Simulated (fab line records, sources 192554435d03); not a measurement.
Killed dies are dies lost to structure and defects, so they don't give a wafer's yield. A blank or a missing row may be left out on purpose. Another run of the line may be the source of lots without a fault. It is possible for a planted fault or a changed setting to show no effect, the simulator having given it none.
Chamber matching | flow n5Finfet | 4 sister chambers for N5_BEOL_M10_ETCH_61 on rieDiel-01
The step etches SiARC in CF4, target depth 39 nm, time 65 s. 16 wafers are shown with their chamber, then 8 later ones without.

== WAFERS WITH THEIR CHAMBER ==
wafer  | chamber | drypumpMotorCurrentA (A) | throttleValvePct (%) | oesProductAu (a.u.)
L075.2 | 3       | 5.6                      | 15.92                | 0.57
L075.3 | 0       | 5.4                      | 15.47                | 0.71
L075.5 | 2       | 4.9                      | 15.28                | 0.76
L076.1 | 2       | 4.9                      | 15.28                | 0.77
L076.2 | 3       | 5.6                      | 15.92                | 0.58
L076.4 | 0       | 5.4                      | 15.47                | 0.71
L077.4 | 0       | 5.4                      | 15.48                | 0.72
L077.5 | 3       | 5.6                      | 15.93                | 0.57
L077.6 | 2       | 4.9                      | 15.28                | 0.77
L079.2 | 2       | 4.9                      | 15.30                | 0.75
L079.3 | 1       | 6.1                      | 15.66                | 0.68
L079.4 | 0       | 5.4                      | 15.48                | 0.71
L083.4 | 0       | 5.4                      | 15.49                | 0.71
L083.5 | 2       | 4.9                      | 15.30                | 0.75
L083.6 | 1       | 6.2                      | 15.69                | 0.68
L084.2 | 2       | 4.9                      | 15.33                | 0.74

SIGNATURES, as means of the wafers listed above
reading              | chamber 0 | chamber 1 | chamber 2 | chamber 3 | scatter within a chamber
drypumpMotorCurrentA | 5.400     | 6.150     | 4.900     | 5.600     | 0.0204
throttleValvePct     | 15.4780   | 15.6750   | 15.2950   | 15.9233   | 0.0151
oesProductAu         | 0.7120    | 0.6800    | 0.7567    | 0.5733    | 0.00856
Rule: a wafer's distance from a chamber is the root of the sum, over the readings, of the square of ((its reading less the chamber's mean) divided by the reading's scatter). If the next closest chamber is less than 2 further off than the closest, the wafer can't be placed; otherwise it belongs to the closest. The scatter is the square root of a quotient: the sum, over the shown wafers, of each reading's squared deviation from its chamber's mean, divided by wafers minus chambers.

== WAFERS WITH NO CHAMBER GIVEN ==
wafer  | drypumpMotorCurrentA (A) | throttleValvePct (%) | oesProductAu (a.u.)
L084.4 | 5.4                      | 15.51                | 0.69
L084.6 | 4.9                      | 15.33                | 0.73
L089.4 | 4.9                      | 15.35                | 0.73
L089.5 | 4.9                      | 15.33                | 0.72
L089.6 | 5.6                      | 15.47                | 0.80
L090.1 | 5.6                      | 15.48                | 0.79
L090.2 | 4.9                      | 15.33                | 0.72
L090.3 | 5.4                      | 15.55                | 0.69

== WHICH CHAMBER EACH ONE RAN IN ==
wafer  | from the rows above | in truth
L084.4 | 0                   | 0
L084.6 | 2                   | 2
L089.4 | 2                   | 2
L089.5 | 2                   | 2
L089.6 | 0                   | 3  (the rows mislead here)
L090.1 | 0                   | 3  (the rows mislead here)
L090.2 | 2                   | 2
L090.3 | 0                   | 0
Correctly placed: 6 of 8. Number that these rows cannot place: 0. Placed wrongly: 2.
